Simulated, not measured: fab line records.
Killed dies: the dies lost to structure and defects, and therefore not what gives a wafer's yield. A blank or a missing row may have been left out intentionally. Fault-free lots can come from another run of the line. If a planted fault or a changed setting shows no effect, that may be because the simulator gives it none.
Which of the tools did it? + flow n5 finfet + 19 lots with 57 wafers sampled at 6 steps, on a route of 1938 steps

== WHAT EACH GAUGE READ, for each wafer ==
No reading from a measuring or inspecting step in the record can be judged against a usual standard deviation.

== EACH LOT AND THE TOOL THAT RAN IT (in order: tool; ch and the chambers of the sampled wafers; start) ==
| lot  | N5_ZERO_LAYER_ETCH_17             | N5_FIN_SAQP_DESCUM_21             | N5_FIN_SAQP_ETCH_52               | N5_FIN_SAQP_STRIP_55              | N5_FIN_SAQP_SPACER1_ALD_24       | N5_FIN_SAQP_STRIP_70              |
|------|-----------------------------------|-----------------------------------|-----------------------------------|-----------------------------------|----------------------------------|-----------------------------------|
| L074 | rie diel-02 ch 1,2,3, day 1 12:43 | rie diel-01 ch 0,3, day 1 23:26   | rie diel-01 ch 0,3, day 1 23:31   | rie diel-01 ch 0,2, day 1 23:52   | ald sin-04 ch 1,2,3, day 2 00:34 | rie diel-06 ch 0,3, day 2 02:26   |
| L075 | rie diel-05 ch 0,2,3, day 1 18:50 | rie diel-06 ch 1,2, day 2 10:42   | rie diel-06 ch 1,2, day 2 10:48   | rie diel-06 ch 2,3, day 2 11:20   | ald sin-01 ch 1,2,3, day 2 12:05 | rie diel-06 ch 1,2, day 2 14:17   |
| L078 | rie diel-05 ch 0,1,2, day 2 12:53 | rie diel-01 ch 0,1, day 2 23:07   | rie diel-01 ch 0,1, day 2 23:12   | rie diel-06 ch 0,2, day 2 23:32   | ald sin-01 ch 0,1, day 3 00:14   | rie diel-01 ch 1,3, day 3 01:58   |
| L079 | rie diel-04 ch 0,1, day 2 18:52   | rie diel-03 ch 0,1,2, day 3 03:55 | rie diel-03 ch 0,1,2, day 3 04:00 | rie diel-03 ch 0,1, day 3 04:18   | ald sin-03 ch 0,3, day 3 05:38   | rie diel-06 ch 0,1,2, day 3 07:31 |
| L080 | rie diel-02 ch 0,2, day 3 00:43   | rie diel-03 ch 1,2, day 3 09:52   | rie diel-03 ch 1,2, day 3 09:58   | rie diel-03 ch 0,1,2, day 3 10:15 | ald sin-03 ch 0,1,3, day 3 10:57 | rie diel-06 ch 1,2, day 3 12:41   |
| L081 | rie diel-05 ch 0,3, day 3 06:52   | rie diel-03 ch 0,2, day 3 15:45   | rie diel-03 ch 0,2, day 3 15:50   | rie diel-06 ch 1,2,3, day 3 16:08 | ald sin-01 ch 1,2,3, day 3 16:50 | rie diel-01 ch 0,3, day 3 18:34   |
| L082 | rie diel-04 ch 0,1,3, day 3 12:52 | rie diel-01 ch 1,3, day 3 21:48   | rie diel-01 ch 1,3, day 3 21:53   | rie diel-01 ch 0,1,3, day 3 22:11 | ald sin-04 ch 1,2,3, day 3 22:53 | rie diel-06 ch 0,1, day 4 00:42   |
| L084 | rie diel-02 ch 0,1, day 4 00:53   | rie diel-01 ch 0,1, day 4 12:07   | rie diel-01 ch 0,1, day 4 12:13   | rie diel-06 ch 0,1,3, day 4 12:31 | ald sin-01 ch 1,2,3, day 4 13:26 | rie diel-01 ch 1,2,3, day 4 15:21 |
| L085 | rie diel-02 ch 0,1,2, day 4 07:28 | rie diel-01 ch 0,1,3, day 4 19:33 | rie diel-01 ch 0,1,3, day 4 19:38 | rie diel-01 ch 1,2,3, day 4 19:59 | ald sin-01 ch 0,2, day 4 21:45   | rie diel-06 ch 0,1,2, day 4 23:46 |
| L086 | rie diel-04 ch 0,1,2, day 4 13:19 | rie diel-06 ch 0,1,2, day 4 23:53 | rie diel-06 ch 0,1,2, day 4 23:58 | rie diel-01 ch 0,1, day 5 00:16   | ald sin-04 ch 1,2, day 5 01:00   | rie diel-06 ch 0,1,2, day 5 02:47 |
| L087 | rie diel-02 ch 1,2,3, day 4 18:46 | rie diel-01 ch 1,3, day 5 04:28   | rie diel-01 ch 1,3, day 5 04:33   | rie diel-01 ch 0,1, day 5 04:50   | ald sin-04 ch 0,1,2, day 5 06:16 | rie diel-06 ch 1,2,3, day 5 08:01 |
| L088 | rie diel-04 ch 0,1,2, day 5 00:50 | rie diel-01 ch 1,3, day 5 11:41   | rie diel-01 ch 1,3, day 5 11:46   | rie diel-03 ch 2,3, day 5 12:05   | ald sin-04 ch 1,2,3, day 5 12:49 | rie diel-01 ch 0,1, day 5 14:40   |
| L089 | rie diel-04 ch 0,3, day 5 07:14   | rie diel-06 ch 1,2, day 5 16:51   | rie diel-06 ch 1,2, day 5 16:56   | rie diel-03 ch 0,2, day 5 17:14   | ald sin-03 ch 1,2,3, day 5 17:56 | rie diel-01 ch 0,2, day 5 19:41   |
| L092 | rie diel-04 ch 1,2, day 6 00:43   | rie diel-03 ch 0,1,2, day 6 09:43 | rie diel-03 ch 0,1,2, day 6 09:48 | rie diel-03 ch 0,1,3, day 6 10:05 | ald sin-03 ch 1,2, day 6 10:48   | rie diel-03 ch 1,2, day 6 12:32   |
| L093 | rie diel-04 ch 1,2,3, day 6 06:44 | rie diel-06 ch 0,2, day 6 15:41   | rie diel-06 ch 0,2, day 6 15:47   | rie diel-06 ch 2,3, day 6 16:05   | ald sin-01 ch 0,2,3, day 6 16:52 | rie diel-01 ch 1,2,3, day 6 19:05 |
| L094 | rie diel-02 ch 0,2,3, day 6 12:52 | rie diel-06 ch 0,2,3, day 6 23:45 | rie diel-06 ch 0,2,3, day 6 23:50 | rie diel-06 ch 0,1,2, day 7 00:10 | ald sin-01 ch 0,3, day 7 00:52   | rie diel-01 ch 1,2, day 7 02:44   |
| L095 | rie diel-02 ch 1,2,3, day 6 19:10 | rie diel-03 ch 0,1,3, day 7 06:22 | rie diel-03 ch 0,1,3, day 7 06:27 | rie diel-06 ch 0,1,3, day 7 06:44 | ald sin-04 ch 0,1,3, day 7 07:29 | rie diel-01 ch 0,1,2, day 7 09:15 |
| L096 | rie diel-02 ch 1,2,3, day 7 01:16 | rie diel-01 ch 0,2,3, day 7 11:25 | rie diel-01 ch 0,2,3, day 7 11:31 | rie diel-03 ch 2,3, day 7 11:48   | ald sin-03 ch 1,2,3, day 7 12:30 | rie diel-03 ch 0,1,3, day 7 14:14 |
| L097 | rie diel-02 ch 0,2,3, day 7 06:43 | rie diel-03 ch 1,2,3, day 7 16:55 | rie diel-03 ch 1,2,3, day 7 17:00 | rie diel-03 ch 0,1,2, day 7 17:17 | ald sin-04 ch 0,2,3, day 7 17:59 | rie diel-03 ch 1,2,3, day 7 19:44 |
- N5_ZERO_LAYER_ETCH_17: etches SiO2 in CF4, target depth 12 nm, time 13.3 s.
- N5_FIN_SAQP_DESCUM_21: chemistry O2, time 7.9 s.
- N5_FIN_SAQP_ETCH_52: etches SOC in N2/H2, target depth 100 nm, overetch 20 nm, time 150 s.
- N5_FIN_SAQP_STRIP_55: strips in N2/H2.
- N5_FIN_SAQP_SPACER1_ALD_24: deposits SiO2, target thk 20.3 nm, pulse time 1 s, purge time 2 s.
- N5_FIN_SAQP_STRIP_70: strips in N2/H2.

== WHAT THE TOOLS THEMSELVES READ (means of the sampled wafers that have a number; where no wafer has one, the mark that the record gives instead) ==
N5_ZERO_LAYER_ETCH_17. Usual: drypump motor current A 5.6 A, standard deviation 0.43; oes product au 0.75 a.u., standard deviation 0.079; rf vpp V 949 V, standard deviation 4.7; showerhead plenum p Torr 2.14 Torr, standard deviation 0.07; throttle valve pct 15.73 %, standard deviation 0.26.
| lot  | tool        | drypump motor current A (A) | oes product au (a.u.) | rf vpp V (V) | showerhead plenum p Torr (Torr) | throttle valve pct (%) | flag |
|------|-------------|-----------------------------|-----------------------|--------------|---------------------------------|------------------------|------|
| L074 | rie diel-02 | 5.6                         | 0.73                  | 948          | 2.14                            | 15.88                  |      |
| L075 | rie diel-05 | 5.8                         | 0.73                  | 950          | 2.15                            | 15.80                  |      |
| L078 | rie diel-05 | 5.9                         | 0.72                  | 950          | 2.15                            | 15.71                  |      |
| L079 | rie diel-04 | 5.9                         | 0.71                  | 942          | 2.06                            | 15.76                  |      |
| L080 | rie diel-02 | 5.8                         | 0.74                  | 948          | 2.14                            | 15.96                  |      |
| L081 | rie diel-05 | 6.1                         | 0.73                  | 951          | 2.19                            | 15.89                  |      |
| L082 | rie diel-04 | 5.5                         | 0.68                  | 945          | 2.09                            | 15.65                  |      |
| L084 | rie diel-02 | 5.9                         | 0.75                  | 952          | 2.20                            | 15.81                  |      |
| L085 | rie diel-02 | 5.9                         | 0.74                  | 950          | 2.17                            | 15.90                  |      |
| L086 | rie diel-04 | 5.5                         | 0.75                  | 945          | 2.09                            | 15.64                  |      |
| L087 | rie diel-02 | 5.6                         | 0.80                  | 954          | 2.21                            | 15.76                  |      |
| L088 | rie diel-04 | 5.4                         | 0.75                  | 945          | 2.09                            | 15.65                  |      |
| L089 | rie diel-04 | 5.1                         | 0.86                  | 948          | 2.13                            | 15.23                  |      |
| L092 | rie diel-04 | 5.8                         | 0.75                  | 945          | 2.10                            | 15.82                  |      |
| L093 | rie diel-04 | 5.4                         | 0.82                  | 948          | 2.14                            | 15.53                  |      |
| L094 | rie diel-02 | 5.6                         | 0.78                  | 950          | 2.18                            | 15.75                  |      |
| L095 | rie diel-02 | 5.6                         | 0.79                  | 952          | 2.21                            | 15.79                  |      |
| L096 | rie diel-02 | 5.6                         | 0.78                  | 952          | 2.21                            | 15.79                  |      |
| L097 | rie diel-02 | 5.7                         | 0.78                  | 951          | 2.18                            | 15.76                  |      |

N5_FIN_SAQP_DESCUM_21. Usual: drypump motor current A 5.9 A, standard deviation 0.43; o2 flow sccm 225.0 sccm, standard deviation 0.65; oes product au 0.79 a.u., standard deviation 0.073; rf vpp V 243.5 V, standard deviation 1.3; showerhead plenum p Torr 2.11 Torr, standard deviation 0.063; throttle valve pct 20.5 %, standard deviation 0.31.
| lot  | tool        | drypump motor current A (A) | o2 flow sccm (sccm) | oes product au (a.u.) | rf vpp V (V) | showerhead plenum p Torr (Torr) | throttle valve pct (%) | flag |
|------|-------------|-----------------------------|---------------------|-----------------------|--------------|---------------------------------|------------------------|------|
| L074 | rie diel-01 | 6.4                         | 224.9               | 0.81                  | 244.2        | 2.17                            | 20.6                   |      |
| L075 | rie diel-06 | 5.8                         | 226.1               | 0.77                  | 245.0        | 2.11                            | 20.3                   |      |
| L078 | rie diel-01 | 6.3                         | 225.8               | 0.80                  | 243.4        | 2.13                            | 20.4                   |      |
| L079 | rie diel-03 | 5.7                         | 224.3               | 0.81                  | 243.1        | 2.12                            | 20.5                   |      |
| L080 | rie diel-03 | 5.5                         | 225.2               | 0.83                  | 244.3        | 2.12                            | 20.3                   |      |
| L081 | rie diel-03 | 5.9                         | 225.2               | 0.76                  | 242.6        | 2.11                            | 20.6                   |      |
| L082 | rie diel-01 | 6.1                         | 225.5               | 0.73                  | 242.7        | 2.07                            | 20.7                   |      |
| L084 | rie diel-01 | 6.1                         | 225.3               | 0.76                  | 243.3        | 2.06                            | 20.3                   |      |
| L085 | rie diel-01 | 6.2                         | 225.8               | 0.76                  | 242.5        | 2.09                            | 20.5                   |      |
| L086 | rie diel-06 | 5.9                         | 225.2               | 0.77                  | 244.3        | 2.14                            | 20.4                   |      |
| L087 | rie diel-01 | 6.0                         | 225.3               | 0.73                  | 242.3        | 2.02                            | 20.4                   |      |
| L088 | rie diel-01 | 6.0                         | 224.5               | 0.73                  | 241.8        | 2.02                            | 20.4                   |      |
| L089 | rie diel-06 | 5.8                         | 225.2               | 0.74                  | 243.7        | 2.10                            | 20.4                   |      |
| L092 | rie diel-03 | 5.7                         | 225.4               | 0.77                  | 242.6        | 2.11                            | 20.5                   |      |
| L093 | rie diel-06 | 5.6                         | 225.3               | 0.79                  | 245.1        | 2.16                            | 20.4                   |      |
| L094 | rie diel-06 | 5.5                         | 225.6               | 0.80                  | 243.8        | 2.14                            | 20.4                   |      |
| L095 | rie diel-03 | 6.0                         | 224.8               | 0.81                  | 242.8        | 2.09                            | 20.5                   |      |
| L096 | rie diel-01 | 6.3                         | 224.8               | 0.81                  | 244.3        | 2.14                            | 20.7                   |      |
| L097 | rie diel-03 | 5.7                         | 225.4               | 0.81                  | 241.7        | 2.07                            | 20.2                   |      |

N5_FIN_SAQP_ETCH_52. Usual: drypump motor current A 5.9 A, standard deviation 0.43; h2 flow sccm 200.0 sccm, standard deviation 0.53; oes product au 0.70 a.u., standard deviation 0.06; rf vpp V 524.6 V, standard deviation 2.1; showerhead plenum p Torr 2.56 Torr, standard deviation 0.075; throttle valve pct 17.84 %, standard deviation 0.23.
| lot  | tool        | drypump motor current A (A) | h2 flow sccm (sccm) | oes product au (a.u.) | rf vpp V (V) | showerhead plenum p Torr (Torr) | throttle valve pct (%) | flag |
|------|-------------|-----------------------------|---------------------|-----------------------|--------------|---------------------------------|------------------------|------|
| L074 | rie diel-01 | 6.4                         | 199.8               | 0.72                  | 526.8        | 2.63                            | 17.93                  |      |
| L075 | rie diel-06 | 5.8                         | 200.3               | 0.69                  | 525.4        | 2.59                            | 17.84                  |      |
| L078 | rie diel-01 | 6.3                         | 199.3               | 0.72                  | 525.0        | 2.59                            | 17.74                  |      |
| L079 | rie diel-03 | 5.7                         | 200.1               | 0.71                  | 525.0        | 2.56                            | 17.81                  |      |
| L080 | rie diel-03 | 5.5                         | 200.0               | 0.74                  | 524.2        | 2.59                            | 17.84                  |      |
| L081 | rie diel-03 | 5.9                         | 199.6               | 0.68                  | 523.9        | 2.54                            | 17.81                  |      |
| L082 | rie diel-01 | 6.0                         | 200.3               | 0.67                  | 522.0        | 2.49                            | 17.94                  |      |
| L084 | rie diel-01 | 6.1                         | 200.1               | 0.69                  | 523.5        | 2.50                            | 17.67                  |      |
| L085 | rie diel-01 | 6.2                         | 199.3               | 0.68                  | 523.5        | 2.53                            | 17.87                  |      |
| L086 | rie diel-06 | 5.9                         | 199.9               | 0.68                  | 525.6        | 2.61                            | 17.83                  |      |
| L087 | rie diel-01 | 6.0                         | 200.0               | 0.66                  | 522.4        | 2.45                            | 17.77                  |      |
| L088 | rie diel-01 | 6.0                         | 199.6               | 0.66                  | 522.0        | 2.45                            | 17.77                  |      |
| L089 | rie diel-06 | 5.8                         | 200.3               | 0.67                  | 524.3        | 2.57                            | 17.89                  |      |
| L092 | rie diel-03 | 5.7                         | 200.1               | 0.68                  | 524.4        | 2.55                            | 17.86                  |      |
| L093 | rie diel-06 | 5.6                         | 200.8               | 0.70                  | 526.7        | 2.61                            | 17.67                  |      |
| L094 | rie diel-06 | 5.5                         | 200.1               | 0.72                  | 525.7        | 2.59                            | 17.69                  |      |
| L095 | rie diel-03 | 6.0                         | 199.9               | 0.71                  | 523.5        | 2.52                            | 17.75                  |      |
| L096 | rie diel-01 | 6.3                         | 200.3               | 0.72                  | 525.1        | 2.59                            | 17.98                  |      |
| L097 | rie diel-03 | 5.7                         | 200.2               | 0.72                  | 523.6        | 2.54                            | 17.71                  |      |

N5_FIN_SAQP_STRIP_55. Usual: drypump motor current A 5.9 A, standard deviation 0.43; h2 flow sccm 300.1 sccm, standard deviation 1; oes product au 0.79 a.u., standard deviation 0.072; rf vpp V 122.1 V, standard deviation 1.4; showerhead plenum p Torr 3.38 Torr, standard deviation 0.09; throttle valve pct 18.84 %, standard deviation 0.29.
| lot  | tool        | drypump motor current A (A) | h2 flow sccm (sccm) | oes product au (a.u.) | rf vpp V (V) | showerhead plenum p Torr (Torr) | throttle valve pct (%) | flag |
|------|-------------|-----------------------------|---------------------|-----------------------|--------------|---------------------------------|------------------------|------|
| L074 | rie diel-01 | 6.3                         | 300.6               | 0.74                  | 123.0        | 3.47                            | 19.09                  |      |
| L075 | rie diel-06 | 5.3                         | 301.5               | 0.70                  | 122.8        | 3.41                            | 19.02                  |      |
| L078 | rie diel-06 | 5.5                         | 300.7               | 0.81                  | 122.7        | 3.42                            | 18.58                  |      |
| L079 | rie diel-03 | 5.7                         | 300.7               | 0.82                  | 122.3        | 3.40                            | 18.78                  |      |
| L080 | rie diel-03 | 5.7                         | 300.1               | 0.79                  | 121.6        | 3.38                            | 18.79                  |      |
| L081 | rie diel-06 | 5.7                         | 299.9               | 0.82                  | 122.0        | 3.42                            | 18.92                  |      |
| L082 | rie diel-01 | 6.1                         | 299.2               | 0.77                  | 123.6        | 3.35                            | 18.90                  |      |
| L084 | rie diel-06 | 5.8                         | 299.8               | 0.82                  | 121.8        | 3.47                            | 18.80                  |      |
| L085 | rie diel-01 | 6.1                         | 299.7               | 0.82                  | 121.7        | 3.32                            | 18.80                  |      |
| L086 | rie diel-01 | 6.3                         | 300.4               | 0.79                  | 124.2        | 3.41                            | 18.90                  |      |
| L087 | rie diel-01 | 6.1                         | 300.1               | 0.77                  | 122.2        | 3.30                            | 18.69                  |      |
| L088 | rie diel-03 | 6.0                         | 301.0               | 0.85                  | 122.0        | 3.31                            | 18.57                  |      |
| L089 | rie diel-03 | 5.6                         | 300.8               | 0.74                  | 121.1        | 3.36                            | 18.87                  |      |
| L092 | rie diel-03 | 5.9                         | 299.8               | 0.81                  | 120.8        | 3.33                            | 18.70                  |      |
| L093 | rie diel-06 | 5.3                         | 300.0               | 0.82                  | 121.3        | 3.40                            | 18.73                  |      |
| L094 | rie diel-06 | 5.9                         | 299.9               | 0.75                  | 122.2        | 3.44                            | 18.85                  |      |
| L095 | rie diel-06 | 5.9                         | 299.7               | 0.80                  | 123.2        | 3.46                            | 18.84                  |      |
| L096 | rie diel-03 | 6.0                         | 299.6               | 0.82                  | 121.3        | 3.30                            | 18.59                  |      |
| L097 | rie diel-03 | 5.7                         | 300.4               | 0.76                  | 121.4        | 3.37                            | 18.88                  |      |

N5_FIN_SAQP_SPACER1_ALD_24. Usual: heater power w 466 W, standard deviation 57; precursor pulse height rel 0.998, standard deviation 0.019.
| lot  | tool       | heater power w (W) | precursor pulse height rel | flag |
|------|------------|--------------------|----------------------------|------|
| L074 | ald sin-04 | 499                | 1.016                      |      |
| L075 | ald sin-01 | 435                | 1.017                      |      |
| L078 | ald sin-01 | 445                | 0.999                      |      |
| L079 | ald sin-03 | 505                | 1.008                      |      |
| L080 | ald sin-03 | 471                | 0.980                      |      |
| L081 | ald sin-01 | 425                | 0.999                      |      |
| L082 | ald sin-04 | 498                | 0.999                      |      |
| L084 | ald sin-01 | 434                | 0.972                      |      |
| L085 | ald sin-01 | 445                | 0.990                      |      |
| L086 | ald sin-04 | 502                | 0.993                      |      |
| L087 | ald sin-04 | 492                | 0.995                      |      |
| L088 | ald sin-04 | 508                | 1.019                      |      |
| L089 | ald sin-03 | 468                | 0.995                      |      |
| L092 | ald sin-03 | 505                | 1.009                      |      |
| L093 | ald sin-01 | 406                | 0.991                      |      |
| L094 | ald sin-01 | 389                | 1.007                      |      |
| L095 | ald sin-04 | 497                | 1.009                      |      |
| L096 | ald sin-03 | 473                | 0.993                      |      |
| L097 | ald sin-04 | 508                | 1.002                      |      |

N5_FIN_SAQP_STRIP_70. Usual: drypump motor current A 6.0 A, standard deviation 0.43; h2 flow sccm 300.1 sccm, standard deviation 0.97; oes product au 0.78 a.u., standard deviation 0.079; rf vpp V 122.1 V, standard deviation 0.98; showerhead plenum p Torr 3.39 Torr, standard deviation 0.1; throttle valve pct 18.9 %, standard deviation 0.32.
| lot  | tool        | drypump motor current A (A) | h2 flow sccm (sccm) | oes product au (a.u.) | rf vpp V (V) | showerhead plenum p Torr (Torr) | throttle valve pct (%) | flag |
|------|-------------|-----------------------------|---------------------|-----------------------|--------------|---------------------------------|------------------------|------|
| L074 | rie diel-06 | 5.4                         | 300.9               | 0.72                  | 123.3        | 3.46                            | 18.9                   |      |
| L075 | rie diel-06 | 5.8                         | 299.9               | 0.77                  | 121.5        | 3.41                            | 18.9                   |      |
| L078 | rie diel-01 | 6.0                         | 300.0               | 0.75                  | 122.0        | 3.25                            | 18.7                   |      |
| L079 | rie diel-06 | 5.9                         | 300.3               | 0.78                  | 122.7        | 3.45                            | 18.8                   |      |
| L080 | rie diel-06 | 5.8                         | 299.6               | 0.76                  | 121.5        | 3.40                            | 18.9                   |      |
| L081 | rie diel-01 | 6.4                         | 300.2               | 0.79                  | 122.5        | 3.45                            | 19.1                   |      |
| L082 | rie diel-06 | 6.0                         | 301.1               | 0.80                  | 121.9        | 3.50                            | 18.7                   |      |
| L084 | rie diel-01 | 6.1                         | 299.1               | 0.83                  | 122.2        | 3.32                            | 18.8                   |      |
| L085 | rie diel-06 | 5.9                         | 300.4               | 0.77                  | 123.2        | 3.44                            | 18.9                   |      |
| L086 | rie diel-06 | 5.9                         | 300.3               | 0.77                  | 121.8        | 3.44                            | 18.8                   |      |
| L087 | rie diel-06 | 5.7                         | 300.3               | 0.79                  | 122.7        | 3.42                            | 18.9                   |      |
| L088 | rie diel-01 | 6.1                         | 300.7               | 0.75                  | 122.3        | 3.30                            | 18.7                   |      |
| L089 | rie diel-01 | 6.3                         | 300.5               | 0.92                  | 121.9        | 3.45                            | 18.8                   |      |
| L092 | rie diel-03 | 5.4                         | 300.4               | 0.78                  | 121.8        | 3.39                            | 18.9                   |      |
| L093 | rie diel-01 | 6.1                         | 300.1               | 0.80                  | 121.7        | 3.32                            | 18.8                   |      |
| L094 | rie diel-01 | 6.1                         | 299.1               | 0.87                  | 121.7        | 3.35                            | 18.6                   |      |
| L095 | rie diel-01 | 6.2                         | 299.9               | 0.81                  | 121.3        | 3.37                            | 18.8                   |      |
| L096 | rie diel-03 | 6.0                         | 300.1               | 0.80                  | 122.0        | 3.33                            | 18.7                   |      |
| L097 | rie diel-03 | 5.7                         | 299.5               | 0.81                  | 122.0        | 3.35                            | 18.7                   |      |

== THE ANSWER, worked out from the rows above alone ==
Rule: a lot counts as off when the mean over its wafers that have a number is more than 3 standard deviations away from the usual mean. A lot without any number at a reading at which 4 lots or more have one is off too. Where the step has rows for the other lots, those lots are counted as sound. After the gauges, taken in route order, come the tools' own readings; for these a lot's mean is taken, as printed above. At the first step where some lot is off, the reading lying furthest off is the one used; lots without a number count as furthest.
Nothing can be told from this: no lot is off at any reading shown.

== WHAT THE SIMULATOR HAD PUT IN ==
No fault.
